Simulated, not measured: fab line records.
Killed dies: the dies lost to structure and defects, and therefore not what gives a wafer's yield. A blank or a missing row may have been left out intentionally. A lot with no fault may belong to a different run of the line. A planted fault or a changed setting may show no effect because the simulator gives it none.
Matching of chambers / flow nandHarc / NHARC_P_ZERO_WELL_DESCUM_26 on rieDiel-11 has 4 sister chambers
The step chemistry O2, time 3 s. 7 wafers are shown with their chamber, then 7 later ones without.

== WAFERS WITH THEIR CHAMBER ==
wafer=L084.2; chamber=3; oesProductAu (a.u.)=0.992; rfVppV (V)=56.4
wafer=L084.5; chamber=0; oesProductAu (a.u.)=0.998; rfVppV (V)=56.2
wafer=L088.5; chamber=0; oesProductAu (a.u.)=1.010; rfVppV (V)=57.5
wafer=L089.3; chamber=2; oesProductAu (a.u.)=0.993; rfVppV (V)=57.4
wafer=L089.5; chamber=1; oesProductAu (a.u.)=1.009; rfVppV (V)=59.5
wafer=L093.1; chamber=1; oesProductAu (a.u.)=0.997; rfVppV (V)=59.2
wafer=L093.3; chamber=2; oesProductAu (a.u.)=1.003; rfVppV (V)=59.3

== WAFERS MISSING THEIR CHAMBER ==
wafer=L093.5; oesProductAu (a.u.)=1.002; rfVppV (V)=56.6
wafer=L096.1; oesProductAu (a.u.)=1.014; rfVppV (V)=57.2
wafer=L096.2; oesProductAu (a.u.)=0.998; rfVppV (V)=57.5
wafer=L096.3; oesProductAu (a.u.)=1.003; rfVppV (V)=56.5
wafer=L097.2; oesProductAu (a.u.)=0.995; rfVppV (V)=57.6
wafer=L097.3; oesProductAu (a.u.)=0.992; rfVppV (V)=56.5
wafer=L097.6; oesProductAu (a.u.)=1.005; rfVppV (V)=57.6

== WHICH CHAMBER EACH WENT THROUGH ==
wafer=L093.5; from the rows above=can't be placed: 0 or 3 or 2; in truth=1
wafer=L096.1; from the rows above=can't be placed: 0 or 2 or 1 or 3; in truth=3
wafer=L096.2; from the rows above=can't be placed: 2 or 0 or 3 or 1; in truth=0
wafer=L096.3; from the rows above=can't be placed: 0 or 3 or 2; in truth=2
wafer=L097.2; from the rows above=can't be placed: 2 or 3 or 0 or 1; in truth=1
wafer=L097.3; from the rows above=can't be placed: 3 or 0 or 2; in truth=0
wafer=L097.6; from the rows above=can't be placed: 0 or 2 or 1 or 3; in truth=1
Correct placement for 0 of the 7. Can't be placed from these rows: 7 (the true chamber is among the candidates in 6). Number placed wrongly: 0.
How it was worked out, from the rows above alone: a wafer's distance from a chamber is the root of the sum, over the readings, of the square of ((its reading less the chamber's mean) divided by the reading's scatter). The wafer belongs to the nearest chamber; if the next one is less than 2 further off, it can't be placed. A chamber's mean is the mean of its shown wafers. The scatter: take each reading less its chamber's mean, square it, sum over the shown wafers, divide by the number of wafers less the number of chambers, and take the root.
